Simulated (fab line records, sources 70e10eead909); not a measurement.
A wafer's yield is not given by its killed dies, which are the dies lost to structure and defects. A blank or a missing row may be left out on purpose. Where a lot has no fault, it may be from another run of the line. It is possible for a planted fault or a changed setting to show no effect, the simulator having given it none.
fab line records    flow nand-harc
record lots=6  wafers=16  last-day=32
route steps=1302 shown A_ONON_D1@432
lots with no fault: from the same line, run without faults
start-h: hours from the record's opening day to when the first of the lot's shown wafers began    wait-h: how many hours have passed since the lot's step before this one    " repeats the value in the row above    L1.1+2: a single row standing in for several wafers    - value missing, or start not given    * or withheld: withheld    < > ~ a bound
route shown NAME@n: NAME is a module with steps in the file, n the number in the route of the first one    usual: the fault-free wafers' mean and standard deviation    same: alike in all rows    chamber/n: place in a boat    sites: the reading at each site    _std_site: standard deviation of those values    _edge_site: inner sites' mean taken away from outer sites' mean    radius-mm: how far each site lies from the wafer's centre    mask NAME#n: copy n    behind: the tool/chamber that last shaped the wafer    hold: what put the lot on hold/how long, in hours/how the hold closed    device: the n, p or np transistor that did not switch    end of line: tests of these same wafers at the route's end    a step given without rows: its recipe and nothing more    killed: the dies lost at the first sort to structure and to defects; this is not the yield of the wafer    map: a wafer's dies, marking killed ones x, the rest . and places with no die _
set.NAME: the setting the step ran with; set.NAME@STEP: the setting that earlier step ran with    model.NAME: the simulator's own value behind a step, which no gauge read
a table for each step, a row for each wafer; lots at some steps of the route
services: from which hour (start-h, from the record's first day; less than 0 if before it) a tool's chamber was out of use, for how many hours, and why
## steps
# step NHARC_A_ONON_D1_DEP_12
# recipe target-thk-a=10000  n2-flow-sccm=2750  n2o-flow-sccm=2000  nh3-flow-sccm=500  sih4-flow-sccm=210  temp-c=400
# step NHARC_A_ONON_D1_THK_MEAS_14
# recipe thk-meas-gauge=ellipsometry
# usual thk-nm=1002/12
lot.wafer  tool           chamber  start-h  wait-h  thk-nm
L120.1     film-metro-01  -        193.36   -       989
L120.2     "              -        "        "       991
L120.6     "              -        "        "       987
L129.1     film-metro-02  -        281.70   -       1017
L129.3     "              -        "        "       1015
L129.4     "              -        "        "       1018
L132.2     film-metro-02  -        322.29   -       987
L132.6     "              -        "        "       987
L133.4     film-metro-01  -        329.08   -       1003
L133.5     "              -        "        "       1004
L137.3     film-metro-02  -        360.83   -       1004
L137.4     "              -        "        "       1005
L137.6     "              -        "        "       1005
L139.1     film-metro-01  -        379.12   -       987
L139.5     "              -        "        "       988
L139.6     "              -        "        "       989
# step NHARC_A_ONON_D1_ANNEAL_15
# recipe temp-c=750  time-s=3600
# step NHARC_A_ONON_D1_DEP_16
# recipe target-thk-a=10000  n2-flow-sccm=2750  n2o-flow-sccm=2000  nh3-flow-sccm=500  sih4-flow-sccm=210  temp-c=400
# step NHARC_A_ONON_D1_THK_MEAS_18
# recipe thk-meas-gauge=ellipsometry
# usual thk-nm=999/7.9
lot.wafer  tool           chamber  start-h  wait-h  thk-nm
L120.1     film-metro-01  -        201.10   -       1002
L120.2     "              -        "        "       1001
L120.6     "              -        "        "       1000
L129.1     film-metro-02  -        289.73   -       1002
L129.3     "              -        "        "       1003
L129.4     "              -        "        "       1003
L132.2     film-metro-01  -        330.07   -       1000
L132.6     "              -        "        "       1002
L133.4     film-metro-01  -        337.19   -       1005
L133.5     "              -        "        "       1005
L137.3     film-metro-01  -        368.73   -       1004
L137.4     "              -        "        "       1005
L137.6     "              -        "        "       1005
L139.1     film-metro-01  -        386.96   -       989
L139.5     "              -        "        "       990
L139.6     "              -        "        "       988
# step NHARC_A_ONON_D1_DEP_19
# recipe target-thk-a=10000  n2-flow-sccm=2750  n2o-flow-sccm=2000  nh3-flow-sccm=500  sih4-flow-sccm=210  temp-c=400
# step NHARC_A_ONON_D1_THK_MEAS_21
# recipe thk-meas-gauge=ellipsometry
# usual thk-nm=999/9
lot.wafer  tool           chamber  start-h  wait-h  thk-nm
L120.1     film-metro-02  -        201.66   -       990
L120.2     "              -        "        "       992
L120.6     "              -        "        "       991
L129.1     film-metro-02  -        290.29   -       996
L129.3     "              -        "        "       995
L129.4     "              -        "        "       997
L132.2     film-metro-01  -        330.63   -       1011
L132.6     "              -        "        "       1009
L133.4     film-metro-02  -        337.77   -       994
L133.5     "              -        "        "       994
L137.3     film-metro-02  -        369.43   -       1004
L137.4     "              -        "        "       1002
L137.6     "              -        "        "       1004
L139.1     film-metro-01  -        387.52   -       997
L139.5     "              -        "        "       999
L139.6     "              -        "        "       998
# step NHARC_A_ONON_D1_DEP_22
# recipe target-thk-a=10000  n2-flow-sccm=2750  n2o-flow-sccm=2000  nh3-flow-sccm=500  sih4-flow-sccm=210  temp-c=400
# step NHARC_A_ONON_D1_THK_MEAS_24
# recipe thk-meas-gauge=ellipsometry
# usual thk-nm=1003/8.9
lot.wafer  tool           chamber  start-h  wait-h  thk-nm
L120.1     film-metro-02  -        202.23   -       1009
L120.2     "              -        "        "       1010
L120.6     "              -        "        "       1010
L129.1     film-metro-02  -        290.87   -       1004
L129.3     "              -        "        "       1005
L129.4     "              -        "        "       1003
L132.2     film-metro-02  -        331.19   -       1005
L132.6     "              -        "        "       1003
L133.4     film-metro-02  -        338.34   -       1000
L133.5     "              -        "        "       999
L137.3     film-metro-02  -        370.12   -       998
L137.4     "              -        "        "       998
L137.6     "              -        "        "       998
L139.1     film-metro-01  -        388.08   -       1010
L139.5     "              -        "        "       1008
L139.6     "              -        "        "       1009
# step NHARC_A_ONON_D1_DEP_25
# recipe target-thk-a=10000  n2-flow-sccm=2750  n2o-flow-sccm=2000  nh3-flow-sccm=500  sih4-flow-sccm=210  temp-c=400
# step NHARC_A_ONON_D1_THK_MEAS_27
# recipe thk-meas-gauge=ellipsometry
# usual thk-nm=1002/11
lot.wafer  tool           chamber  start-h  wait-h  thk-nm
L120.1     film-metro-02  -        202.79   -       1004
L120.2     "              -        "        "       1003
L120.6     "              -        "        "       1004
L129.1     film-metro-01  -        291.43   -       1017
L129.3     "              -        "        "       1019
L129.4     "              -        "        "       1019
L132.2     film-metro-01  -        331.76   -       1013
L132.6     "              -        "        "       1014
L133.4     film-metro-02  -        338.91   -       994
L133.5     "              -        "        "       995
L137.3     film-metro-01  -        370.83   -       994
L137.4     "              -        "        "       991
L137.6     "              -        "        "       993
L139.1     film-metro-02  -        388.67   -       1000
L139.5     "              -        "        "       999
L139.6     "              -        "        "       999
# step NHARC_A_ONON_D1_DEP_28
# recipe target-thk-a=10000  n2-flow-sccm=2750  n2o-flow-sccm=2000  nh3-flow-sccm=500  sih4-flow-sccm=210  temp-c=400
lot.wafer   tool           chamber  start-h  wait-h
L120.1+2+6  pecvd-onon-02  0        202.84   0.1
L129.1+3+4  pecvd-onon-01  0        291.49   0.1
L132.2+6    pecvd-onon-02  0        331.87   0.1
L133.4+5    pecvd-onon-02  0        339.14   0.2
L137.3+4+6  pecvd-onon-01  0        371.00   0.2
L139.1+5+6  pecvd-onon-01  0        388.72   0.1
# step NHARC_A_ONON_D1_THK_MEAS_30
# recipe thk-meas-gauge=ellipsometry
# usual thk-nm=998/9.9
lot.wafer  tool           chamber  start-h  wait-h  thk-nm
L120.1     film-metro-02  -        203.36   -       988
L120.2     "              -        "        "       987
L120.6     "              -        "        "       984
L129.1     film-metro-01  -        291.99   -       998
L129.3     "              -        "        "       999
L129.4     "              -        "        "       997
L132.2     film-metro-01  -        332.32   -       999
L132.6     "              -        "        "       1030
L133.4     film-metro-02  -        339.48   -       1012
L133.5     "              -        "        "       1042
L137.3     film-metro-02  -        371.39   -       1000
L137.4     "              -        "        "       999
L137.6     "              -        "        "       997
L139.1     film-metro-01  -        389.24   -       1003
L139.5     "              -        "        "       1003
L139.6     "              -        "        "       1003
# step NHARC_A_ONON_D1_DEP_33
# recipe target-thk-a=2000  temp-c=400  pressure-torr=6.5  rf-w=900  teos-flow-sccm=161.4  flow-sccm=2650  target-thk-nm=200  gas=O2  material=SiO2
# usual heater-power-w=585/98  mfc-precursor-sccm=161.4/0.51  throttle-valve-pct=16.0/0.5
lot.wafer  tool      chamber  start-h  wait-h  heater-power-w  mfc-precursor-sccm  since-wet-clean-h  throttle-valve-pct
L120.2     pecvd-02  0        203.42   0.1     534             162.2               144                16.2
L120.1     "         2        "        "       572             160.9               145                15.4
L120.6     "         0        "        "       551             161.0               -                  16.1
L129.1     pecvd-01  0        292.05   0.1     693             161.8               149                16.1
L129.3     "         1        "        "       495             161.2               149                17.1
L129.4     "         0        "        "       517             160.9               -                  15.7
L132.2     pecvd-02  2        332.47   0.1     691             160.6               91                 15.6
L132.6     "         2        "        "       716             161.3               -                  15.4
L133.4     pecvd-03  0        339.67   0.2     751             161.5               -                  16.8
L133.5     "         2        "        "       654             161.8               -                  16.2
L137.3     pecvd-02  0        371.63   0.2     672             161.7               130                15.7
L137.6     "         2        "        "       674             161.5               -                  15.3
L137.4     "         0        "        "       692             160.9               -                  15.8
L139.1     pecvd-03  2        389.36   0.1     536             161.3               10                 16.7
L139.6     "         2        "        "       520             161.5               -                  16.5
L139.5     "         0        "        "       803             161.6               -                  16.4
## services
tool           chamber  start-h  hours  kind
pecvd-onon-02  -        185.00   13.0   pm
pecvd-03       -        185.43   13.0   pm
pecvd-03       0        185.43   13.0   vent-cycle
pecvd-03       1        185.43   13.0   vent-cycle
pecvd-03       2        185.43   13.0   vent-cycle
pecvd-03       0        198.43   -      clean
pecvd-03       1        198.43   -      clean
pecvd-03       -        209.55   0.5    repair
pecvd-02       2        215.22   21.4   repair
pecvd-02       -        226.98   1.6    repair
pecvd-02       -        228.62   13.0   pm
pecvd-02       0        228.62   13.0   vent-cycle
pecvd-02       1        228.62   13.0   vent-cycle
pecvd-02       0        241.62   -      clean
pecvd-02       1        241.62   -      clean
pecvd-02       2        241.62   -      clean
pecvd-onon-01  -        269.13   13.0   pm
pecvd-02       1        292.36   3.5    repair
pecvd-01       2        308.65   4.2    repair
pecvd-01       -        311.45   13.0   pm
pecvd-02       -        363.02   1.0    repair
pecvd-onon-02  -        366.00   13.0   pm
pecvd-03       -        366.43   13.0   pm
pecvd-01       2        385.84   4.8    repair
## key
first-sign step=NHARC_A_ONON_D1_THK_MEAS_30  reading=thk-nm  direction=up  sigmas=3.8  usual=998  struck=1036
effect none on later readings
met-at NHARC_A_ONON_D1_DEP_28
struck-wafers L132.6,L133.5
sort-left-out L132.6,L133.5
tester-left-out L132,L133
onset-between 202.84 331.87
fault kind=process-parameter-drift  tool=pecvd-onon-02  chamber=-  onset-h=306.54  steps=NHARC_A_ONON_D1_DEP_28  channel=target-thk-a  offset=*  shape=step  end-h=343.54  scope=struck-wafers-only  acts-in=*  stated=*
# tester-left-out: of these lots the tester's yield and bins aren't shown, on N5 and GAA mostly nor the transistor test; their killed dies are dies lost to structure and defects alone, not to doping, threshold or leakage, so they don't give the yield
# sort-left-out: the simulated sort isn't trusted on such a fault, so these wafers' sort isn't shown, and their yield isn't known
